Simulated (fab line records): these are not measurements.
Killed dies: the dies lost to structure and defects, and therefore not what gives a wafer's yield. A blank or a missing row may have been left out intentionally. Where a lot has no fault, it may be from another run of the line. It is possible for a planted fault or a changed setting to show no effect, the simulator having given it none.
The tool behind it: which one? -- flow nandHarc -- 12 lots, 36 wafers sampled, at 5 steps of a route of 1302

== WHAT THE GAUGES READ, wafer by wafer ==
NHARC_END_SORT_01. Usual: killedAtArray 56, standard deviation 18; killedAtOther 1.4, standard deviation 1.5; killedAtPeriphery 4, standard deviation 3.1; killedDies 61, standard deviation 19; killedOpen 3.5, standard deviation 1.8; killedShort 2.4, standard deviation 1.4.
lot,measured,on,killedAtArray,killedAtOther,killedAtPeriphery,killedDies,killedOpen,killedShort,flag
L238,day 30 05:56,prober-02,672 672 673,3 2 2,2 3 2,677 677 677,2 5 5,2 5 3,OFF
L237,day 30 13:32,prober-01,672 673 674,0 0 0,5 4 3,677 677 677,3 2 3,2 5 4,OFF

== TOOL THAT RAN EACH LOT (tool first, then ch and the chambers of the sampled wafers, then the start) ==
lot,NHARC_A_CONTACT_DESCUM_47,NHARC_A_CONTACT_ETCH_112,NHARC_A_CONTACT_ETCH_118,NHARC_A_CONTACT_ETCH_121
L225,"rieDiel-03 ch 0,2,3, day 21 13:17","harCapEtch-02 ch 0,1, day 21 15:22","harCapEtch-02 ch 0,1, day 21 16:23","harCapEtch-02 ch 0,1, day 21 16:54"
L227,"rieDiel-07 ch 0,2,3, day 22 18:37","harCapEtch-01 ch 0,1, day 22 20:40","harCapEtch-01 ch 0,1, day 22 21:41","harCapEtch-01 ch 0,1, day 22 22:13"
L238,"rieDiel-07 ch 1,2, day 26 23:38","harCapEtch-02 ch 0,1, day 27 01:43","harCapEtch-02 ch 0,1, day 27 03:05","harCapEtch-02 ch 0,1, day 27 03:46"
L237,"rieDiel-03 ch 0,2,3, day 26 23:49","harCapEtch-03 ch 0,1, day 27 01:59","harCapEtch-03 ch 0,1, day 27 03:22","harCapEtch-03 ch 0,1, day 27 04:02"
L242,"rieDiel-11 ch 0,3, day 27 18:53","harCapEtch-02 ch 0,1, day 27 21:14","harCapEtch-02 ch 0,1, day 27 22:16","harCapEtch-02 ch 0,1, day 27 22:47"
L241,"rieDiel-11 ch 0,3, day 27 19:23","harCapEtch-03 ch 0,1, day 27 22:38","harCapEtch-03 ch 0,1, day 27 23:40","harCapEtch-03 ch 0,1, day 28 00:11"
L239,"rieDiel-11 ch 0,2,3, day 27 21:10","harCapEtch-01 ch 0,1, day 28 00:04","harCapEtch-01 ch 0,1, day 28 01:05","harCapEtch-01 ch 0,1, day 28 01:36"
L243,"rieDiel-11 ch 1,2,3, day 28 23:59","harCapEtch-02 ch 1, day 29 01:59","harCapEtch-02 ch 1, day 29 03:01","harCapEtch-02 ch 1, day 29 03:31"
L244,"rieDiel-03 ch 1,2,3, day 29 22:06","harCapEtch-01 ch 0,1, day 30 00:11","harCapEtch-01 ch 0,1, day 30 01:13","harCapEtch-01 ch 0,1, day 30 01:44"
L245,"rieDiel-11 ch 0,1,2, day 29 22:24","harCapEtch-02 ch 0,1, day 30 00:26","harCapEtch-02 ch 0,1, day 30 01:27","harCapEtch-02 ch 0,1, day 30 01:58"
L246,"rieDiel-11 ch 0,2, day 30 03:24","harCapEtch-03 ch 0, day 30 05:26","harCapEtch-03 ch 0, day 30 06:28","harCapEtch-03 ch 0, day 30 06:59"
L248,"rieDiel-07 ch 1,3, day 31 02:22","harCapEtch-02 ch 0,1, day 31 04:26","harCapEtch-02 ch 0,1, day 31 05:48","harCapEtch-02 ch 0,1, day 31 06:30"
- NHARC_A_CONTACT_DESCUM_47: chemistry O2, time 3 s.
- NHARC_A_CONTACT_ETCH_112: etches the open film in C4F8/O2/Ar, time 190 s, target depth 1850 nm.
- NHARC_A_CONTACT_ETCH_118: etches the open film in C4F8/O2/Ar, time 190 s, target depth 1850 nm.
- NHARC_A_CONTACT_ETCH_121: etches the open film in C4F8/O2/Ar, time 190 s, target depth 1850 nm.

== AS READ BY THE TOOLS THEMSELVES (means over the sampled wafers that have a number; for cases with no such wafer, the mark the record gives instead) ==
NHARC_A_CONTACT_DESCUM_47. Usual: drypumpMotorCurrentA 5.7 A, standard deviation 0.34; mfcArSccm 0.014 sccm, standard deviation 0.015; oesProductAu 1.000 a.u., standard deviation 0.011; rfVppV 57.5 V, standard deviation 0.91; showerheadPlenumPTorr 1.87 Torr, standard deviation 0.094; throttleValvePct 11.311 %, standard deviation 0.0091.
lot,tool,drypumpMotorCurrentA (A),mfcArSccm (sccm),oesProductAu (a.u.),rfVppV (V),showerheadPlenumPTorr (Torr),throttleValvePct (%),flag
L225,rieDiel-03,5.9,0.005,0.999,58.4,1.86,11.312,
L227,rieDiel-07,5.7,0.020,1.015,58.3,1.81,11.301,
L238,rieDiel-07,5.6,0.023,1.018,56.6,1.89,11.315,
L237,rieDiel-03,5.9,0.005,0.990,58.0,1.84,11.308,
L242,rieDiel-11,5.8,0.024,0.998,57.8,1.97,11.314,
L241,rieDiel-11,5.5,0.031,0.994,57.9,1.89,11.315,
L239,rieDiel-11,5.8,0.018,0.994,56.9,1.90,11.306,
L243,rieDiel-11,5.6,0.013,0.996,56.8,1.88,11.316,
L244,rieDiel-03,5.6,0.000,0.985,57.1,1.83,11.310,
L245,rieDiel-11,5.9,0.005,0.996,58.1,1.96,11.311,
L246,rieDiel-11,6.1,0.005,0.995,57.8,1.92,11.318,
L248,rieDiel-07,5.4,0.017,0.995,58.3,1.88,11.312,

NHARC_A_CONTACT_ETCH_112. Usual: chamberPressureMTorr 20.000 mTorr, standard deviation 0.018; oesAirLineAu 1.001 a.u., standard deviation 0.02.
lot,tool,chamberPressureMTorr (mTorr),oesAirLineAu (a.u.),flag
L225,harCapEtch-02,20.009,1.016,
L227,harCapEtch-01,20.003,1.003,
L238,harCapEtch-02,-,-,OFF
L237,harCapEtch-03,-,-,OFF
L242,harCapEtch-02,19.999,0.977,
L241,harCapEtch-03,20.005,0.989,
L239,harCapEtch-01,19.990,1.002,
L243,harCapEtch-02,19.983,1.008,
L244,harCapEtch-01,20.014,0.996,
L245,harCapEtch-02,20.004,1.015,
L246,harCapEtch-03,19.997,1.019,
L248,harCapEtch-02,20.009,1.016,

NHARC_A_CONTACT_ETCH_118. Usual: chamberPressureMTorr 20.001 mTorr, standard deviation 0.018; oesAirLineAu 0.998 a.u., standard deviation 0.019.
lot,tool,chamberPressureMTorr (mTorr),oesAirLineAu (a.u.),flag
L225,harCapEtch-02,20.008,1.001,
L227,harCapEtch-01,19.988,0.994,
L238,harCapEtch-02,19.995,0.989,
L237,harCapEtch-03,20.017,1.007,
L242,harCapEtch-02,19.996,0.979,
L241,harCapEtch-03,20.010,0.996,
L239,harCapEtch-01,20.007,1.006,
L243,harCapEtch-02,19.991,0.994,
L244,harCapEtch-01,20.006,0.994,
L245,harCapEtch-02,19.990,1.006,
L246,harCapEtch-03,20.017,0.975,
L248,harCapEtch-02,20.003,0.993,

NHARC_A_CONTACT_ETCH_121. Usual: chamberPressureMTorr 20.000 mTorr, standard deviation 0.018; oesAirLineAu 1.000 a.u., standard deviation 0.021.
lot,tool,chamberPressureMTorr (mTorr),oesAirLineAu (a.u.),flag
L225,harCapEtch-02,19.987,0.993,
L227,harCapEtch-01,19.976,0.995,
L238,harCapEtch-02,19.984,1.010,
L237,harCapEtch-03,20.009,0.966,
L242,harCapEtch-02,20.016,1.024,
L241,harCapEtch-03,19.982,1.014,
L239,harCapEtch-01,20.008,0.981,
L243,harCapEtch-02,19.996,0.993,
L244,harCapEtch-01,19.995,0.980,
L245,harCapEtch-02,20.003,1.010,
L246,harCapEtch-03,20.025,1.007,
L248,harCapEtch-02,19.985,0.999,

== THE ANSWER, worked out from the rows above alone ==
Rule: take the mean of a lot's wafers that have a number; if it is more than 3 standard deviations from the usual mean, the lot is off. A lot without any number at a reading at which 4 lots or more have one is off too. Any other lot the step has rows for is counted as sound. First the gauges in route order, then the tools' own readings, where a lot's mean is used as printed above. The first step at which some lot is off is used, and at that step the reading that is off furthest; a lot without a number counts as furthest.
Off: L238, L237 (NHARC_END_SORT_01, killedAtArray). Neither off nor sound, because the step has no rows for them: L225, L227, L242, L241, L239, L243, L244, L245, L246, L248.
If a tool, at a process step before that reading, ran all the lots that are off and no sound lot after the first of them, it fits. The gauges at NHARC_END_SORT_01 aren't tried: what is off there is off at NHARC_A_CONTACT_ETCH_112 too, on other tools, and a gauge's error can't cause that. Not one of the candidates tried fits.

== WHAT THE SIMULATOR HAD INSERTED ==
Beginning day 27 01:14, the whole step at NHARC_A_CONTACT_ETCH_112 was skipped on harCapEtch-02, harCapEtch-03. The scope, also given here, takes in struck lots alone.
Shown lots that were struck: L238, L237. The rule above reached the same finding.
